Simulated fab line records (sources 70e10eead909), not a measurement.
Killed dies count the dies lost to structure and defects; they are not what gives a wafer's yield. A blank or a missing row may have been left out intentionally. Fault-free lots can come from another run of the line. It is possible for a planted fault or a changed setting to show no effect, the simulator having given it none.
Matching of chambers | flow nand harc | NHARC_A_BONDPAD_STRIP_15 on rie diel-09: 4 sister chambers
The step strips in O2. 4 wafers are shown with their chamber, then 10 later ones without.

== WAFERS, EACH WITH ITS CHAMBER ==
wafer  | chamber | drypump motor current A (A)
L866.5 | 0       | 6.4
L872.1 | 2       | 4.9
L873.4 | 3       | 6.6
L873.5 | 1       | 5.7

== WAFERS WHOSE CHAMBER IS MISSING ==
wafer  | drypump motor current A (A)
L873.6 | 4.9
L877.1 | 4.9
L877.2 | 5.7
L877.6 | 6.6
L876.2 | 4.9
L876.3 | 6.5
L876.4 | 5.7
L879.2 | 4.9
L879.5 | 6.4
L879.6 | 5.7

== WHICH CHAMBER EACH WENT THROUGH ==
wafer  | from the rows above     | in truth
L873.6 | 2                       | 2
L877.1 | 2                       | 2
L877.2 | 1                       | 1
L877.6 | 3                       | 3
L876.2 | 2                       | 2
L876.3 | can't be placed: 0 or 3 | 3
L876.4 | 1                       | 1
L879.2 | 2                       | 2
L879.5 | 0                       | 0
L879.6 | 1                       | 1
Correct placement for 9 of the 10. Can't be placed from these rows: 1 (the true chamber is among the candidates in 1). 0 placed wrongly.
How it was worked out, from the rows above alone: a wafer's distance from a chamber is the root of the sum, over the readings, of the square of ((its reading less the chamber's mean) divided by the reading's scatter). If the next closest chamber is less than 2 further off than the closest, the wafer can't be placed; otherwise it belongs to the closest. A chamber's mean is the mean of its shown wafers. The scatter: root of mean squared gap, hidden wafer to nearest shown wafer, with one shown wafer a chamber.
